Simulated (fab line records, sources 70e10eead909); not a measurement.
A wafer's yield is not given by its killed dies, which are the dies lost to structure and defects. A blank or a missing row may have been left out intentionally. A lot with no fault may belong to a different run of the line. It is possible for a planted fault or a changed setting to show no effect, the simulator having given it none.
Matching of chambers	flow nand harc	3 sister chambers for NHARC_A_STAIRCASE_DEP_156 on pecvd-03
The step deposits SiNx, target thk 50 nm. 3 wafers are shown with their chamber, then 10 later ones without.

== WAFERS, EACH WITH ITS CHAMBER ==
wafer	chamber	heater power w (W)
L087.3	2	672
L089.4	1	738
L089.5	0	723

== WAFERS WITH NO CHAMBER GIVEN ==
wafer	heater power w (W)
L089.6	663
L091.1	749
L091.2	671
L091.6	644
L094.2	746
L094.4	657
L094.6	786
L097.1	620
L097.2	668
L097.5	649

== WHICH CHAMBER EACH ONE RAN IN ==
wafer	from the rows above	in truth
L089.6	can't be placed: 2 or 0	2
L091.1	can't be placed: 1 or 0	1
L091.2	can't be placed: 2 or 0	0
L091.6	can't be placed: 2 or 0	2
L094.2	can't be placed: 1 or 0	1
L094.4	can't be placed: 2 or 0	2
L094.6	can't be placed: 1 or 0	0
L097.1	can't be placed: 2 or 0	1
L097.2	can't be placed: 2 or 0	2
L097.5	can't be placed: 2 or 0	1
Correctly placed: 0 of 10. Can't be placed from these rows: 10 (the true chamber is among the candidates in 8). 0 placed wrongly.
How it was worked out, from the rows above alone: a wafer's distance from a chamber is the root of the sum, over the readings, of the square of ((its reading less the chamber's mean) divided by the reading's scatter). If the next closest chamber is less than 2 further off than the closest, the wafer can't be placed; otherwise it belongs to the closest. Each chamber's mean is taken over the wafers shown for it. The scatter (one wafer shown for each chamber): square how far every hidden wafer sits from the nearest shown wafer, average those squares and take the square root.
